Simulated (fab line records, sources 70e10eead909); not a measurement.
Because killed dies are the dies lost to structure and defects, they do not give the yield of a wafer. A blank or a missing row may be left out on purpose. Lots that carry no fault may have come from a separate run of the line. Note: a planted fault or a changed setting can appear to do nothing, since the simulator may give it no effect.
Problem report in the 8D (eight disciplines) form, filled by code | flow nand harc | the parts of the form that need people (team, actions taken, sign-off) are left out

## 1. WHAT IS WRONG
raw defect count at NHARC_A_CHANNEL_HOLE_D1_INSPECT_40 reads a mean of 420 on 2 wafers of 2 lots; wafers without a fault read 73 with a standard deviation of 31. That is +11 standard deviations from the usual mean.
First seen on wafer L157.4, day 15 10:46, on defect inspect-01. Wafers with a number at this step in the record: 18, from 6 lots. By rule, "out" or "out of limits" means more than 4 standard deviations away from the usual mean. The other wafers with a number count as sound.

## 2. WHAT IT IS AND WHAT IT IS NOT
question                    | is                                   | is not
which readings at this step | raw defect count                     | -
which lots                  | L157, L159                           | L142, L143, L144, L147
which wafers of those lots  | L157.4, L159.1                       | L157.2, L157.5, L159.2, L159.5
read on which gauges        | defect inspect-01, defect inspect-02 | -
when                        | from day 15 10:46                    | up to then (14 sound wafers); but 2 sound wafers of L159 came after

## 3. SUSPECTS, AND WHAT RULES EACH OUT
Counting: if a tool at a process step up to the reading ran every lot that is out, it stays a suspect. Sound lots after the first of them don't rule it out here, since some wafers of a struck lot are sound.
- ruled out: the gauge at NHARC_A_CHANNEL_HOLE_D1_INSPECT_40. 2 gauges (defect inspect-01, defect inspect-02) read the wafers that are out.
- har etch-02 at NHARC_A_CHANNEL_HOLE_D1_ETCH_20 (etches the open film in C4F8/O2/Ar, time 361.9 s, target depth 1600 nm): kept. It processed each lot that is out (first: L157, day 15 05:13); up to then, its last sound lot is L144 (day 9 17:59).
- har etch-02 at NHARC_A_CHANNEL_HOLE_D1_ETCH_23 (etches the open film in C4F8/O2/Ar, time 819 s, target depth 1600 nm): kept. It processed each lot that is out (first: L157, day 15 06:37); up to then, its last sound lot is L144 (day 9 19:19).
- har etch-02 at NHARC_A_CHANNEL_HOLE_D1_ETCH_24 (etches the open film in C4F8/O2/Ar, time 906.2 s, target depth 1500 nm): kept. It processed each lot that is out (first: L157, day 15 07:19); up to then, its last sound lot is L144 (day 9 20:01).
- xsem-02 at NHARC_A_CHANNEL_HOLE_D1_XSEM_31: kept. It processed each lot that is out (first: L157, day 15 10:40); up to then, its last sound lot is L147 (day 11 04:49).
- Within har etch-02 at NHARC_A_CHANNEL_HOLE_D1_ETCH_20: the wafers that are out ran in chamber 0; their sound lot-mates ran in chamber 1.
- Within har etch-02 at NHARC_A_CHANNEL_HOLE_D1_ETCH_23: the wafers that are out ran in chamber 0; their sound lot-mates ran in chamber 1.
- Within har etch-02 at NHARC_A_CHANNEL_HOLE_D1_ETCH_24: the wafers that are out ran in chamber 0; their sound lot-mates ran in chamber 1.
Left after counting: har etch-02 at NHARC_A_CHANNEL_HOLE_D1_ETCH_20, har etch-02 at NHARC_A_CHANNEL_HOLE_D1_ETCH_23, har etch-02 at NHARC_A_CHANNEL_HOLE_D1_ETCH_24, xsem-02 at NHARC_A_CHANNEL_HOLE_D1_XSEM_31.

## 4. THE CAUSE (what the simulator had put in)
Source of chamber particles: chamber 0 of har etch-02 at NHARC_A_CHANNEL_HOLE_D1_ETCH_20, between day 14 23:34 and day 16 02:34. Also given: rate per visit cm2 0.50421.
4 suspects survive the count, and this tool is in that group.

## 5. THE EFFECT CHAIN, in route order
Each row: a reading whose mean over the struck wafers that have a number lies more than 3 standard deviations from the usual. Only readings whose record carries a usual standard deviation are examined. hours: median over the lots of the time between each lot's start at the first step of this table that gives one and its start at this step. sigmas: the change, counted in usual standard deviations.
hours | step                               | reading          | usual | on struck wafers | change | sigmas
0     | NHARC_A_CHANNEL_HOLE_D1_INSPECT_40 | raw defect count | 73    | 420              | +347   | +11
375   | NHARC_END_SORT_01                  | killed at array  | 41    | 74               | +32    | +3.2
375   | NHARC_END_SORT_01                  | killed dies      | 46    | 78               | +32    | +3.2

## 6. HOW IT WOULD HAVE BEEN CAUGHT EARLIER
11 hours passed between the start of the fault at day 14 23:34 and the first reading out of limits at a measuring or inspecting step in this record, taken at day 15 10:46.
No tool reading at NHARC_A_CHANNEL_HOLE_D1_ETCH_20 that has a usual standard deviation in the record was out on any struck wafer, so an alarm limit of 4 standard deviations on those readings would not have fired.
Among the 2 lots that are out, L159 began NHARC_A_CHANNEL_HOLE_D1_ETCH_20 on har etch-02 after day 15 10:46. Holding the tool at that time would have saved it.
